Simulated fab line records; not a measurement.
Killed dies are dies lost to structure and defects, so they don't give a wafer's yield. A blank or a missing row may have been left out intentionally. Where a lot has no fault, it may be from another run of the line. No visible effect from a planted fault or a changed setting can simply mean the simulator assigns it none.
Chamber matching    flow n5Finfet    4 sister chambers for N5_HKMG_FIN_CMP_94 on cmp-04
The step polishes, stops on SiNx, t overpolish 4.7 s, target thk 43.299 nm. 14 wafers are shown with their chamber, then 7 later ones without.

## WAFERS WITH THEIR CHAMBER
wafer   chamber  motorCurrentA (A)  platenRpm (rpm)  edgeZonePressureFrac
L203.2  0        11.2               50.32            1.015
L203.3  2        11.6               50.30            1.005
L203.5  1        11.7               50.25            1.004
L206.1  1        12.4               50.26            1.007
L206.2  3        9.4                50.31            1.000
L206.3  0        11.1               50.32            0.996
L210.1  0        11.6               50.25            0.999
L210.3  2        11.4               50.29            1.007
L210.6  2        11.9               50.28            1.002
L215.3  0        10.9               50.27            1.011
L215.5  0        11.3               50.29            1.008
L215.6  3        9.3                50.26            1.007
L219.3  1        11.2               50.25            0.996
L219.4  2        11.8               50.34            0.994

SIGNATURES, as means of the wafers listed above
reading               chamber 0  chamber 1  chamber 2  chamber 3  scatter within a chamber
motorCurrentA         11.220     11.767     11.675     9.350      0.339
platenRpm             50.2900    50.2533    50.3025    50.2850    0.0268
edgeZonePressureFrac  1.00580    1.00233    1.00200    1.00350    0.00668
Rule: a wafer's distance from a chamber is the root of the sum, over the readings, of the square of ((its reading less the chamber's mean) divided by the reading's scatter). If the next closest chamber is less than 2 further off than the closest, the wafer can't be placed; otherwise it belongs to the closest. The scatter: the root of (the sum of the squares of (reading less its chamber's mean) over the shown wafers, divided by (wafers less chambers)).

## WAFERS WHOSE CHAMBER IS MISSING
wafer   motorCurrentA (A)  platenRpm (rpm)  edgeZonePressureFrac
L219.5  9.2                50.28            1.005
L222.1  11.6               50.31            0.998
L222.2  11.4               50.33            0.998
L222.5  11.3               50.25            1.004
L226.1  12.0               50.30            1.009
L226.4  11.2               50.26            1.003
L226.6  9.7                50.29            0.998

## CHAMBER TAKEN BY EACH
wafer   from the rows above           in truth
L219.5  3                             3
L222.1  can't be placed: 2 or 0 or 1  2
L222.2  can't be placed: 2 or 0 or 1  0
L222.5  can't be placed: 1 or 0 or 2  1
L226.1  can't be placed: 2 or 1 or 0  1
L226.4  can't be placed: 0 or 1 or 2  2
L226.6  3                             3
Correct placement for 2 of the 7. These rows do not allow placing 5 (true chamber among the candidates in 5). Number placed wrongly: 0.
